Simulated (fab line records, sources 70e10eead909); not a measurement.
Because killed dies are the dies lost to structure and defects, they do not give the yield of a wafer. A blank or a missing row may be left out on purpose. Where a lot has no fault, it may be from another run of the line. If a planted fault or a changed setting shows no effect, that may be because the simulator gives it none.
Struck lot and sound lot, side by side | flow nand-harc | 15 out of 1302 route steps
Sound: wafers L582.1, L582.2, L582.5. Struck: wafers L573.1, L573.2, L573.4. The cause is given at the end.
Each step with rows lists, per side, the tool, then ch with its chambers, then its first start. Under that, the readings that differ: sound wafers | struck wafers | difference of the means | sigmas: that difference in standard deviations of wafers without a fault.
alike: a reading whose means differ by less than 2 such deviations, as well as words and numbers matching on both sides. not compared: withheld readings; readings where some wafer has no value; bounds like >300 that might hide an equal value; numbers whose values overlap and for which the record gives no deviation.
A row with sigmas, a row that says differs or no value, or rows on one side alone: a step with any of these is where the two part. Numbers that have no deviation but don't overlap get no sigmas and don't part them. A reading that every wafer of one side lacks parts them only if that side has two wafers or more.

first, 4 steps without rows for these wafers: NHARC_A_BONDPAD_EBR_05; NHARC_A_BONDPAD_EXPOSE_06 (exposes mask A BPAD); NHARC_A_BONDPAD_PEB_07 (peb time 80 s); NHARC_A_BONDPAD_DEVELOP_08 (time 50 s).
NHARC_A_BONDPAD_CD_MEAS_09: the cd target is 500 nm.
  sound on cd-sem-01 ch 0, day 30 21:34; struck on cd-sem-01 ch 0, day 28 03:07
  alike: cd-nm
NHARC_A_BONDPAD_OVL_MEAS_35:
  sound on overlay-02, day 30 21:38; struck on overlay-01, day 28 03:13
  alike: overlay-x-nm, overlay-y-nm
then, 1 step without rows for these wafers: NHARC_A_BONDPAD_HARDBAKE_10 (time 65 s).
NHARC_A_BONDPAD_DESCUM_11: chemistry O2, time 3 s.
  sound on rie-diel-11 ch 0,1, day 30 21:46; struck on rie-diel-04 ch 1,2, day 28 03:21
  alike: drypump-motor-current-A, mfc-ar-sccm, oes-product-au, rf-vpp-V, showerhead-plenum-p-Torr, throttle-valve-pct
  not compared: rf-hours-counter-h
NHARC_A_BONDPAD_ETCH_34: etches the open film in N2/H2, target depth 60 nm, overetch 18 nm, time 65.91 s.
  sound on rie-diel-11 ch 0,1,3, day 30 21:51; struck on rie-diel-04 ch 1,2, day 28 03:28
  reading      | sound             | struck            | difference | sigmas
  rf-vpp-V (V) | 430.2 431.8 431.4 | 426.4 425.1 426.2 | -5.2       | -2
  alike: bias-w, chamber-pressure-mTorr, drypump-motor-current-A, mfc-ar-sccm, oes-product-au, showerhead-plenum-p-Torr, throttle-valve-pct
  not compared: rf-hours-counter-h
NHARC_A_BONDPAD_ETCH_12: etches the open film in CHF3/O2, target depth 220 nm, time 110 s.
  sound: rie-diel-11 ch 0,1,2; struck: rie-diel-04 ch 0,1,2
  reading                | sound                | struck               | difference | sigmas
  throttle-valve-pct (%) | 20.558 20.564 20.572 | 20.586 20.583 20.588 | +0.021     | +2
  alike: bias-w, chamber-pressure-mTorr, drypump-motor-current-A, mfc-ar-sccm, oes-product-au, rf-vpp-V, showerhead-plenum-p-Torr
  not compared: rf-hours-counter-h
NHARC_A_BONDPAD_CD_MEAS_13:
  sound on cd-sem-02, day 30 22:05; struck on cd-sem-02, day 28 03:44
  alike: cd-nm
NHARC_A_BONDPAD_STRIP_15: strips in O2.
  sound on rie-diel-11 ch 0,2, day 30 22:10; struck on rie-diel-04 ch 0,1,2, day 28 03:49
  reading            | sound             | struck    | difference | sigmas
  mfc-ar-sccm (sccm) | 0.022 0.025 0.022 | 0.002 0 0 | -0.022     | -3
  alike: drypump-motor-current-A, oes-product-au, rf-vpp-V, showerhead-plenum-p-Torr, throttle-valve-pct
  not compared: rf-hours-counter-h
NHARC_A_BONDPAD_ETCH_24: etches the open film in CF4/N2, target depth 30 nm, time 72.99 s.
  sound on rie-diel-11 ch 1,2,3, day 30 22:19; struck on rie-diel-04 ch 0,2, day 28 04:00
  no value came back on the struck wafers for any of 8 readings (bias-w (W), cf4-flow-sccm (sccm) and others); on the sound wafers bias-w (W) reads 99.74 99.89 99.94
  not compared: rf-hours-counter-h
then, 1 step without rows for these wafers: NHARC_A_BONDPAD_STRIP_16 (strips in post etch residue remover, time 600 s).
NHARC_END_SORT_01:
  the record has rows for the struck wafers here (prober-02 ch 0, day 29 07:03) and none for the sound ones

== WHERE THEY PART ==
Earliest at NHARC_A_BONDPAD_ETCH_34; latest, in this record, at NHARC_END_SORT_01.

WHY: whatever the simulator had introduced
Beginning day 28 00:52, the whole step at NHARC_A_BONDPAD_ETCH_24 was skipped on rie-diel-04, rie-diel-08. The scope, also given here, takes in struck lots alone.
